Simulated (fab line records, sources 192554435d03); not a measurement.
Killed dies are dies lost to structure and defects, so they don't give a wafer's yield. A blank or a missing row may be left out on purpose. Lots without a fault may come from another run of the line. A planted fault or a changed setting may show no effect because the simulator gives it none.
Split-lot experiment | flow n5_finfet | 7 lots, 21 wafers read, on a route of 1938 steps

THE SPLIT
At N5_BEOL_M4_COAT_76 (time 60 s, resist thk 5 nm), the setting spin_rpm was moved away from the recipe's 1500 rpm on 6 of the 21 wafers read, by -7.7% to +10.7%. The other wafers ran this setting at the recipe's value.

FROM THE SPLIT TO THE READING: what the file shows between them, 3 steps
- N5_BEOL_M4_COAT_22: resist thk 30 nm
- N5_BEOL_M4_EBR_24
- N5_BEOL_M4_DESCUM_33: chemistry O2, time 7 s

THE READING
etch.depth_nm (the simulator's own value, which no gauge read), in nm, at N5_BEOL_M4_ETCH_77 (etches underlayer in N2/H2, target depth 6.5 nm, time 5.2 s). The file gives no usual value for it. The 15 wafers here that ran the recipe average 4.987 nm, standard deviation 0.011 nm.

wafer  | tool, chamber at the split | spin_rpm as run, rpm | against the recipe | etch.depth_nm, nm | against lot-mates on the recipe
L074.2 | litho_track-02, 0          | 1500                 | recipe             | 5.004             | -
L074.3 | litho_track-02, 0          | 1500                 | recipe             | 4.994             | -
L074.5 | litho_track-02, 0          | 1500                 | recipe             | 4.987             | -
L080.2 | litho_track-04, 0          | 1554                 | +3.6%              | 4.901             | -0.093
L080.5 | litho_track-04, 0          | 1500                 | recipe             | 4.991             | -
L080.6 | litho_track-04, 0          | 1500                 | recipe             | 4.997             | -
L082.1 | litho_track-03, 0          | 1500                 | recipe             | 4.98              | -
L082.2 | litho_track-03, 0          | 1500                 | recipe             | 4.986             | -
L082.5 | litho_track-03, 0          | 1500                 | recipe             | 4.978             | -
L084.1 | litho_track-03, 0          | 1434                 | -4.4%              | 5.104             | +0.116
L084.2 | litho_track-03, 0          | 1500                 | recipe             | 4.988             | -
L084.3 | litho_track-03, 0          | 1434                 | -4.4%              | 5.113             | +0.125
L087.1 | litho_track-02, 0          | 1500                 | recipe             | 4.96              | -
L087.3 | litho_track-02, 0          | 1500                 | recipe             | 4.977             | -
L087.6 | litho_track-02, 0          | 1500                 | recipe             | 4.977             | -
L089.1 | litho_track-04, 0          | 1661                 | +10.7%             | 4.768             | -0.227
L089.4 | litho_track-04, 0          | 1500                 | recipe             | 4.985             | -
L089.6 | litho_track-04, 0          | 1500                 | recipe             | 5.004             | -
L092.1 | litho_track-04, 0          | 1500                 | recipe             | 4.996             | -
L092.2 | litho_track-04, 0          | 1384                 | -7.7%              | 5.203             | +0.207
L092.4 | litho_track-04, 0          | 1384                 | -7.7%              | 5.208             | +0.212

THE FIT
A straight line over all 21 wafers: etch.depth_nm changes by -0.0246 nm for each +1% of spin_rpm; r = -0.99; the points scatter about the line by 0.016 nm.
The same after taking each lot's own level away (the mean of its wafers on the recipe; 21 wafers): -0.0245 nm for each +1%; r = -0.99; scatter 0.012 nm.
On that fit, the largest move of spin_rpm shifts the reading by 0.26 nm.
The lots' own levels span 4.9713 to 4.9960 nm, that is 2.2 times the standard deviation above.
So the lot-to-lot level changes the slope little: the two slopes agree.
Check: with one of the wafers moved furthest among these (+10.7%) left out of the fit, the line predicts -0.289 nm for it against its lot-mates. It came out at -0.227 nm against them.

OTHER SPLITS ON THESE WAFERS
These wafers also went through other splits before the reading. Each is held against what the fit with the lots' levels taken away leaves over:
other split on the same wafers    | wafers away from the commonest value | r with etch.depth_nm (lot level and that fit taken away)
N5_BEOL_M0_SAQP_COAT_34 spin_rpm  | 5                                    | +0.13
N5_BEOL_M1_COAT_05 spin_rpm       | 8                                    | +0.21
N5_BEOL_M1_EXPOSE_08 dose_mj      | 4                                    | -0.18
N5_BEOL_M2_COAT_22 spin_rpm       | 5                                    | +0.20
N5_BEOL_M3_HM_DEP_02 target_thk_a | 6                                    | -0.01
N5_BEOL_M3_COAT_73 temp_c         | 8                                    | +0.21
N5_BEOL_M4_COAT_05 spin_rpm       | 7                                    | -0.34
N5_BEOL_M4_ETCH_64 bias_w         | 5                                    | -0.20

THE FILE'S OWN FIT
etch.depth_nm changes by -0.0237 nm for each +1% of spin_rpm, r = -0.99.
